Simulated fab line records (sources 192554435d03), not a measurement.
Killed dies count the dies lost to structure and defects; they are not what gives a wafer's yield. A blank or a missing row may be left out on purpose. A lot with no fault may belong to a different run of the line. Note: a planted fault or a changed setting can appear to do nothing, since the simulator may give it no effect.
Matching of chambers -- flow n5 finfet -- N5_GATE_CUT_CMP_61 on cmp-04 has 4 sister chambers
The step polishes, stops on SiNx, t overpolish 3 s. 4 wafers are shown with their chamber, then 10 later ones without.

== EACH WAFER AND ITS CHAMBER ==
wafer,chamber,motor current A (A)
L085.2,1,10.9
L085.4,3,13.2
L088.2,0,11.2
L088.5,2,12.6

== WAFERS WHOSE CHAMBER IS MISSING ==
wafer,motor current A (A)
L088.6,13.0
L092.2,11.3
L092.3,11.4
L092.5,11.5
L094.2,11.6
L094.3,12.7
L094.4,11.9
L095.1,12.7
L095.2,11.0
L095.6,12.7

== WHICH CHAMBER EACH WENT THROUGH ==
wafer,from the rows above,in truth
L088.6,can't be placed: 3 or 2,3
L092.2,can't be placed: 0 or 1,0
L092.3,can't be placed: 0 or 1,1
L092.5,can't be placed: 0 or 1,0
L094.2,can't be placed: 0 or 1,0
L094.3,can't be placed: 2 or 3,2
L094.4,can't be placed: 2 or 0 or 1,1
L095.1,can't be placed: 2 or 3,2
L095.2,can't be placed: 1 or 0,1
L095.6,can't be placed: 2 or 3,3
Correct placement for 0 of the 10. Not placeable from these rows: 10 (in 10, the candidates include the true chamber). Wrongly placed: 0.
How it was worked out, from the rows above alone: a wafer's distance from a chamber is the root of the sum, over the readings, of the square of ((its reading less the chamber's mean) divided by the reading's scatter). If the next closest chamber is less than 2 further off than the closest, the wafer can't be placed; otherwise it belongs to the closest. For every chamber, the mean is computed from those of its wafers that are shown. The scatter: root of mean squared gap, hidden wafer to nearest shown wafer, with one shown wafer a chamber.
